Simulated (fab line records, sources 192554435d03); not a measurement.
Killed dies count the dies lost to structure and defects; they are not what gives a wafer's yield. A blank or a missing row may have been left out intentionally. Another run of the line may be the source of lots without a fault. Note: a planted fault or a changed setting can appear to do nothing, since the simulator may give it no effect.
Matching of chambers || flow n5Finfet || 4 sister chambers for N5_HKMG_FIN_ETCH_67 on rieDiel-04
The step etches SOC in N2/H2, stops on TiN, target depth 388.9 nm. 4 wafers are shown with their chamber, then 7 later ones without.

## WAFERS, EACH WITH ITS CHAMBER
{"wafer": "L081.1", "chamber": 1, "showerheadPlenumPTorr (Torr)": 2.55}
{"wafer": "L083.2", "chamber": 0, "showerheadPlenumPTorr (Torr)": 2.66}
{"wafer": "L083.5", "chamber": 2, "showerheadPlenumPTorr (Torr)": 2.39}
{"wafer": "L085.5", "chamber": 3, "showerheadPlenumPTorr (Torr)": 2.62}

## WAFERS WHOSE CHAMBER IS MISSING
{"wafer": "L085.6", "showerheadPlenumPTorr (Torr)": 2.65}
{"wafer": "L090.1", "showerheadPlenumPTorr (Torr)": 2.62}
{"wafer": "L090.2", "showerheadPlenumPTorr (Torr)": 2.55}
{"wafer": "L090.4", "showerheadPlenumPTorr (Torr)": 2.65}
{"wafer": "L095.1", "showerheadPlenumPTorr (Torr)": 2.61}
{"wafer": "L095.5", "showerheadPlenumPTorr (Torr)": 2.64}
{"wafer": "L095.6", "showerheadPlenumPTorr (Torr)": 2.54}

## WHICH CHAMBER EACH WENT THROUGH
{"wafer": "L085.6", "from the rows above": "can't be placed: 0 or 3", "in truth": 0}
{"wafer": "L090.1", "from the rows above": 3, "in truth": 3}
{"wafer": "L090.2", "from the rows above": 1, "in truth": 1}
{"wafer": "L090.4", "from the rows above": "can't be placed: 0 or 3", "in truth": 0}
{"wafer": "L095.1", "from the rows above": 3, "in truth": 3}
{"wafer": "L095.5", "from the rows above": "can't be placed: 0 or 3", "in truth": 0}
{"wafer": "L095.6", "from the rows above": 1, "in truth": 1}
Correct placement for 4 of the 7. Can't be placed from these rows: 3 (the true chamber is among the candidates in 3). 0 placed wrongly.
How it was worked out, from the rows above alone: a wafer's distance from a chamber is the root of the sum, over the readings, of the square of ((its reading less the chamber's mean) divided by the reading's scatter). The wafer belongs to the nearest chamber; if the next one is less than 2 further off, it can't be placed. For every chamber, the mean is computed from those of its wafers that are shown. The scatter (one wafer shown for each chamber): square how far every hidden wafer sits from the nearest shown wafer, average those squares and take the square root.
